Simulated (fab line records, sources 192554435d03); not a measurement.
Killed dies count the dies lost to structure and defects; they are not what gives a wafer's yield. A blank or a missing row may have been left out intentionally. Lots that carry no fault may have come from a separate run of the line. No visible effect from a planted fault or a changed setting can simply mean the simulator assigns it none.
Which tool is to blame? | flow n5Finfet | Sampling: 24 lots, 72 wafers, 5 of 1938 route steps

WHAT EACH GAUGE READ, for each wafer
N5_BEOL_M3_CD_MEAS_28: target cd 25.7 nm, target cd y 23.3 nm. Usual: 25.77 nm for cdNm, sd 0.24.
lot  | measured     | on       | cdNm (nm)         | flag
L074 | day 7 02:25  | cdSem-02 | 25.91 26.01 26.20 | 
L075 | day 7 10:24  | cdSem-02 | 25.84 25.45 25.88 | 
L076 | day 7 19:47  | cdSem-02 | 25.42 25.82 25.60 | 
L077 | day 8 03:52  | cdSem-01 | 25.71 25.93 25.86 | 
L078 | day 8 08:19  | cdSem-02 | 25.70 25.52 25.37 | 
L079 | day 9 01:29  | cdSem-01 | 25.65 25.87 25.89 | 
L080 | day 9 02:58  | cdSem-03 | 25.89 26.03 25.83 | 
L081 | day 9 03:04  | cdSem-03 | 25.67 25.61 25.34 | 
L082 | day 9 04:06  | cdSem-01 | 25.89 25.68 26.13 | 
L083 | day 9 08:08  | cdSem-03 | 25.89 25.86 25.84 | 
L084 | day 9 14:05  | cdSem-02 | 25.12 25.83 25.79 | 
L085 | day 9 19:18  | cdSem-01 | 25.63 25.40 26.18 | 
L086 | day 10 09:29 | cdSem-02 | 25.93 25.94 26.15 | 
L087 | day 10 13:02 | cdSem-02 | 25.80 25.90 25.68 | 
L088 | day 11 02:25 | cdSem-01 | 25.56 25.83 25.78 | 
L089 | day 11 05:34 | cdSem-02 | 25.43 25.98 25.96 | 
L090 | day 11 07:07 | cdSem-03 | 25.35 25.70 25.20 | 
L093 | day 11 15:44 | cdSem-01 | 25.49 25.80 25.53 | 
L091 | day 12 00:44 | cdSem-02 | 25.92 25.99 26.11 | 
L094 | day 12 16:13 | cdSem-01 | 25.92 25.66 25.48 | 
L095 | day 12 16:27 | cdSem-01 | 25.98 25.70 26.27 | 
L092 | day 12 16:23 | cdSem-02 | 26.09 25.79 25.75 | 
L096 | day 12 20:19 | cdSem-01 | 25.38 25.77 25.33 | 
L097 | day 12 20:15 | cdSem-02 | 25.90 25.69 25.67 | 

EACH LOT AND THE TOOL THAT RAN IT (in order: tool; ch and the chambers of the sampled wafers; start)
lot  | N5_BEOL_M2_ALD_84                  | N5_BEOL_M2_SPUTTER_86       | N5_BEOL_M2_CMP_52             | N5_BEOL_M3_DESCUM_16
L074 | aldMetal-03 ch 0,2,3, day 6 20:28  | pvdSputter-03, day 6 21:47  | cmp-04 ch 0,1, day 6 23:23    | rieDiel-03 ch 0,2,3, day 7 01:32
L075 | aldMetal-02 ch 1,2,3, day 7 05:05  | pvdSputter-03, day 7 06:34  | cmp-02 ch 0,1,3, day 7 08:11  | rieDiel-05 ch 2,3, day 7 09:40
L076 | aldMetal-04 ch 1,2,3, day 7 14:05  | pvdSputter-01, day 7 15:23  | cmp-02 ch 0,1,3, day 7 17:03  | rieDiel-05 ch 2,3, day 7 18:55
L077 | aldMetal-02 ch 0,1,3, day 7 21:52  | pvdSputter-01, day 7 23:45  | cmp-04 ch 1,2, day 8 01:21    | rieDiel-05 ch 1,2, day 8 03:08
L078 | aldMetal-04 ch 0,3, day 8 02:05    | pvdSputter-03, day 8 03:22  | cmp-02 ch 1,2,3, day 8 05:05  | rieDiel-05 ch 1,3, day 8 07:29
L079 | aldMetal-04 ch 0,2,3, day 8 17:42  | pvdSputter-03, day 8 19:04  | cmp-02 ch 1,2,3, day 8 20:44  | rieDiel-03 ch 0,1,2, day 9 00:39
L080 | aldMetal-04 ch 0,2,3, day 8 21:07  | pvdSputter-02, day 8 22:20  | cmp-04 ch 0,1,2, day 8 23:56  | rieDiel-05 ch 0,1,2, day 9 01:58
L081 | aldMetal-03 ch 1,2, day 8 21:23    | pvdSputter-03, day 8 22:42  | cmp-03 ch 0,1, day 9 00:17    | rieDiel-03 ch 0,1,2, day 9 02:13
L082 | aldMetal-03 ch 0,3, day 8 21:39    | pvdSputter-02, day 9 00:11  | cmp-03 ch 1,2,3, day 9 01:56  | rieDiel-06 ch 1,2, day 9 03:08
L083 | aldMetal-04 ch 0,2,3, day 9 02:07  | pvdSputter-03, day 9 03:16  | cmp-04 ch 0,1,3, day 9 04:52  | rieDiel-03 ch 2,3, day 9 07:04
L084 | aldMetal-03 ch 0,2,3, day 9 08:18  | pvdSputter-03, day 9 09:38  | cmp-03 ch 0,3, day 9 11:16    | rieDiel-03 ch 0,1, day 9 13:21
L085 | aldMetal-03 ch 0,1,2, day 9 12:02  | pvdSputter-03, day 9 13:25  | cmp-02 ch 1,2,3, day 9 15:02  | rieDiel-05 ch 1,2,3, day 9 18:32
L086 | aldMetal-02 ch 0,1,3, day 10 02:24 | pvdSputter-02, day 10 03:57 | cmp-04 ch 0,1,2, day 10 05:32 | rieDiel-06 ch 0,1,3, day 10 08:31
L087 | aldMetal-02 ch 0,2, day 10 05:28   | pvdSputter-02, day 10 06:50 | cmp-04 ch 0,1,3, day 10 08:31 | rieDiel-05 ch 0,2,3, day 10 12:10
L088 | aldMetal-04 ch 1,2, day 10 18:34   | pvdSputter-02, day 10 19:58 | cmp-03 ch 0,2, day 10 22:07   | rieDiel-06 ch 1,3, day 11 01:26
L089 | aldMetal-02 ch 0,1,3, day 10 22:10 | pvdSputter-03, day 10 23:40 | cmp-02 ch 0,2, day 11 01:37   | rieDiel-06 ch 1,3, day 11 04:38
L090 | aldMetal-04 ch 0,2,3, day 11 01:22 | pvdSputter-02, day 11 02:30 | cmp-02 ch 0,2, day 11 04:06   | rieDiel-05 ch 1,2, day 11 06:07
L093 | aldMetal-04 ch 0,2, day 11 06:35   | pvdSputter-01, day 11 09:10 | cmp-03 ch 0,2, day 11 10:53   | rieDiel-05 ch 0,1,2, day 11 14:47
L091 | aldMetal-04 ch 0,1, day 11 18:23   | pvdSputter-02, day 11 20:05 | cmp-04 ch 0,1, day 11 21:43   | rieDiel-05 ch 1,3, day 11 23:41
L094 | aldMetal-04 ch 1,2, day 11 22:33   | pvdSputter-02, day 11 23:48 | cmp-04 ch 0,1,3, day 12 01:43 | rieDiel-03 ch 2,3, day 12 06:43
L095 | aldMetal-04 ch 0,1, day 12 04:24   | pvdSputter-02, day 12 05:36 | cmp-02 ch 1,2, day 12 08:00   | rieDiel-05 ch 0,2,3, day 12 15:26
L092 | aldMetal-02 ch 0,2, day 12 04:30   | pvdSputter-01, day 12 06:12 | cmp-03 ch 0,1,3, day 12 07:50 | rieDiel-03 ch 0,2, day 12 12:57
L096 | aldMetal-04 ch 1,2, day 12 07:17   | pvdSputter-02, day 12 08:28 | cmp-02 ch 1,2, day 12 10:05   | rieDiel-05 ch 0,1,2, day 12 16:29
L097 | aldMetal-04 ch 0,1,2, day 12 10:20 | pvdSputter-03, day 12 11:27 | cmp-02 ch 0,3, day 12 13:19   | rieDiel-05 ch 0,1,2, day 12 17:58
- N5_BEOL_M2_ALD_84: deposits TaN, pulse time 2 s, purge time 3 s, co reactant purge time 2 s.
- N5_BEOL_M2_SPUTTER_86: material Cu, target thk 4.5 nm, time 8.29 s.
- N5_BEOL_M2_CMP_52: polishes, stops on SiOC, t overpolish 6.8 s, target thk 40 nm.
- N5_BEOL_M3_DESCUM_16: chemistry O2, time 7 s.

WHAT THE TOOLS THEMSELVES READ (means of the sampled wafers that have a number; where no wafer has one, the mark that the record gives instead)
N5_BEOL_M2_ALD_84. Usual: heaterPowerW 398 W, standard deviation 36; precursorVesselPressureTorr 26.25 Torr, standard deviation 0.054.
lot  | tool        | heaterPowerW (W) | precursorVesselPressureTorr (Torr) | flag
L074 | aldMetal-03 | 381              | 26.25                              | 
L075 | aldMetal-02 | 389              | 26.25                              | 
L076 | aldMetal-04 | 410              | 26.25                              | 
L077 | aldMetal-02 | 430              | 26.29                              | 
L078 | aldMetal-04 | 392              | 26.22                              | 
L079 | aldMetal-04 | 389              | 26.31                              | 
L080 | aldMetal-04 | 389              | 26.22                              | 
L081 | aldMetal-03 | 401              | 26.29                              | 
L082 | aldMetal-03 | 367              | 26.28                              | 
L083 | aldMetal-04 | 391              | 26.25                              | 
L084 | aldMetal-03 | 388              | 26.25                              | 
L085 | aldMetal-03 | 397              | 26.31                              | 
L086 | aldMetal-02 | 428              | 26.23                              | 
L087 | aldMetal-02 | 411              | 26.15                              | 
L088 | aldMetal-04 | 408              | 26.26                              | 
L089 | aldMetal-02 | 430              | 26.25                              | 
L090 | aldMetal-04 | 398              | 26.24                              | 
L093 | aldMetal-04 | 386              | 26.25                              | 
L091 | aldMetal-04 | 382              | 26.22                              | 
L094 | aldMetal-04 | 406              | 26.26                              | 
L095 | aldMetal-04 | 364              | 26.18                              | 
L092 | aldMetal-02 | 451              | 26.23                              | 
L096 | aldMetal-04 | 406              | 26.27                              | 
L097 | aldMetal-04 | 390              | 26.26                              | 

N5_BEOL_M2_SPUTTER_86. Usual: 29.9 % for throttleValvePct, sd 1.
lot  | tool          | throttleValvePct (%) | flag
L074 | pvdSputter-03 | 28.8                 | 
L075 | pvdSputter-03 | 29.4                 | 
L076 | pvdSputter-01 | 30.2                 | 
L077 | pvdSputter-01 | 30.6                 | 
L078 | pvdSputter-03 | 29.1                 | 
L079 | pvdSputter-03 | 29.1                 | 
L080 | pvdSputter-02 | 30.9                 | 
L081 | pvdSputter-03 | 29.9                 | 
L082 | pvdSputter-02 | 30.4                 | 
L083 | pvdSputter-03 | 29.2                 | 
L084 | pvdSputter-03 | 29.1                 | 
L085 | pvdSputter-03 | 29.8                 | 
L086 | pvdSputter-02 | 30.6                 | 
L087 | pvdSputter-02 | 31.4                 | 
L088 | pvdSputter-02 | 31.0                 | 
L089 | pvdSputter-03 | 29.5                 | 
L090 | pvdSputter-02 | 30.9                 | 
L093 | pvdSputter-01 | 30.1                 | 
L091 | pvdSputter-02 | 30.5                 | 
L094 | pvdSputter-02 | 30.2                 | 
L095 | pvdSputter-02 | 30.9                 | 
L092 | pvdSputter-01 | 30.5                 | 
L096 | pvdSputter-02 | 31.4                 | 
L097 | pvdSputter-03 | 29.7                 | 

N5_BEOL_M2_CMP_52. Usual: barrierFieldEndpointS 24.8 s, standard deviation 0.7; motorCurrentA 6.2 A, standard deviation 0.56; overpolishRunS 6.800 s, standard deviation 0.0085; padLifeWafers 1098, standard deviation 530; timeToEndpointS 63 s, standard deviation 3.4.
lot  | tool   | barrierFieldEndpointS (s) | motorCurrentA (A) | overpolishRunS (s) | padLifeWafers | timeToEndpointS (s) | flag
L074 | cmp-04 | 24.0                      | 6.5               | 6.806              | 872           | 63                  | 
L075 | cmp-02 | 24.7                      | 6.4               | 6.806              | 1622          | 64                  | 
L076 | cmp-02 | 24.0                      | 6.3               | 6.804              | 1694          | 62                  | 
L077 | cmp-04 | 24.0                      | 5.8               | 6.798              | 1086          | 60                  | 
L078 | cmp-02 | 24.5                      | 6.2               | 6.801              | 1773          | 61                  | 
L079 | cmp-02 | 24.2                      | 6.3               | 6.801              | 1916          | 63                  | 
L080 | cmp-04 | 24.4                      | 6.1               | 6.795              | 1214          | 63                  | 
L081 | cmp-03 | 24.8                      | 6.9               | 6.792              | 570           | 63                  | 
L082 | cmp-03 | 25.0                      | 6.2               | 6.799              | 585           | 63                  | 
L083 | cmp-04 | 25.1                      | 5.9               | 6.799              | 1267          | 64                  | 
L084 | cmp-03 | 25.4                      | 6.2               | 6.804              | 680           | 61                  | 
L085 | cmp-02 | 24.7                      | 6.3               | 6.803              | 44            | 64                  | 
L086 | cmp-04 | 25.8                      | 6.3               | 6.796              | 1520          | 71                  | 
L087 | cmp-04 | 25.7                      | 6.3               | 6.801              | 1544          | 67                  | 
L088 | cmp-03 | 25.6                      | 5.4               | 6.804              | 991           | 66                  | 
L089 | cmp-02 | 23.9                      | 6.7               | 6.797              | 422           | 59                  | 
L090 | cmp-02 | 24.6                      | 6.9               | 6.800              | 445           | 61                  | 
L093 | cmp-03 | 25.1                      | 5.8               | 6.796              | 1094          | 64                  | 
L091 | cmp-04 | 25.4                      | 6.2               | 6.796              | 1844          | 65                  | 
L094 | cmp-04 | 24.9                      | 6.1               | 6.797              | 1874          | 61                  | 
L095 | cmp-02 | 23.8                      | 6.2               | 6.799              | 660           | 59                  | 
L092 | cmp-03 | 25.1                      | 6.3               | 6.792              | 1262          | 67                  | 
L096 | cmp-02 | 24.5                      | 6.3               | 6.798              | 674           | 61                  | 
L097 | cmp-02 | 24.4                      | 6.6               | 6.806              | 690           | 60                  | 

N5_BEOL_M3_DESCUM_16. Usual: drypumpMotorCurrentA 5.81 A, standard deviation 0.24; oesProductAu 0.79 a.u., standard deviation 0.091; rfVppV 243.5 V, standard deviation 1.4; showerheadPlenumPTorr 2.11 Torr, standard deviation 0.078; throttleValvePct 20.4 %, standard deviation 0.32.
lot  | tool       | drypumpMotorCurrentA (A) | oesProductAu (a.u.) | rfVppV (V) | showerheadPlenumPTorr (Torr) | throttleValvePct (%) | flag
L074 | rieDiel-03 | 5.60                     | 0.89                | 244.2      | 2.13                         | 20.3                 | 
L075 | rieDiel-05 | 5.89                     | 0.78                | 242.5      | 2.03                         | 20.5                 | 
L076 | rieDiel-05 | 5.90                     | 0.78                | 242.0      | 2.03                         | 20.5                 | 
L077 | rieDiel-05 | 5.96                     | 0.71                | 243.8      | 2.11                         | 20.8                 | 
L078 | rieDiel-05 | 5.83                     | 0.76                | 244.1      | 2.16                         | 20.7                 | 
L079 | rieDiel-03 | 5.88                     | 0.84                | 245.2      | 2.18                         | 20.2                 | 
L080 | rieDiel-05 | 5.86                     | 0.79                | 243.5      | 2.09                         | 20.4                 | 
L081 | rieDiel-03 | 5.89                     | 0.84                | 243.9      | 2.18                         | 20.2                 | 
L082 | rieDiel-06 | 5.55                     | 0.76                | 244.1      | 2.16                         | 20.6                 | 
L083 | rieDiel-03 | 5.63                     | 0.85                | 242.8      | 2.15                         | 20.2                 | 
L084 | rieDiel-03 | 6.08                     | 0.77                | 243.6      | 2.17                         | 20.3                 | 
L085 | rieDiel-05 | 5.86                     | 0.76                | 243.1      | 2.09                         | 20.6                 | 
L086 | rieDiel-06 | 5.77                     | 0.77                | 243.4      | 2.08                         | 20.3                 | 
L087 | rieDiel-05 | 5.77                     | 0.83                | 243.9      | 2.07                         | 20.2                 | 
L088 | rieDiel-06 | 5.71                     | 0.81                | 242.2      | 2.07                         | 20.2                 | 
L089 | rieDiel-06 | 5.70                     | 0.81                | 243.1      | 2.07                         | 20.2                 | 
L090 | rieDiel-05 | 5.95                     | 0.69                | 243.0      | 2.10                         | 20.8                 | 
L093 | rieDiel-05 | 5.88                     | 0.76                | 242.4      | 2.09                         | 20.5                 | 
L091 | rieDiel-05 | 5.81                     | 0.74                | 243.1      | 2.15                         | 20.7                 | 
L094 | rieDiel-03 | 5.55                     | 0.79                | 243.1      | 2.08                         | 20.4                 | 
L095 | rieDiel-05 | 5.78                     | 0.81                | 242.9      | 2.07                         | 20.2                 | 
L092 | rieDiel-03 | 5.66                     | 0.86                | 244.3      | 2.19                         | 20.2                 | 
L096 | rieDiel-05 | 5.87                     | 0.75                | 243.7      | 2.09                         | 20.4                 | 
L097 | rieDiel-05 | 5.87                     | 0.76                | 243.8      | 2.08                         | 20.4                 | 

THE ANSWER, worked out from the rows above alone
Rule: a lot counts as off when the mean over its wafers that have a number is more than 3 standard deviations away from the usual mean. Also off: a lot with no number at a reading for which 4 or more lots have one. The other lots that the step has rows for count as sound. The gauges are gone through in route order, then the tools' own readings, and for those a lot's mean is taken as printed above. At the first step where some lot is off, the reading lying furthest off is the one used; lots without a number count as furthest.
Nothing can be told from this: no lot is off at any reading shown.

WHAT THE SIMULATOR HAD INSERTED
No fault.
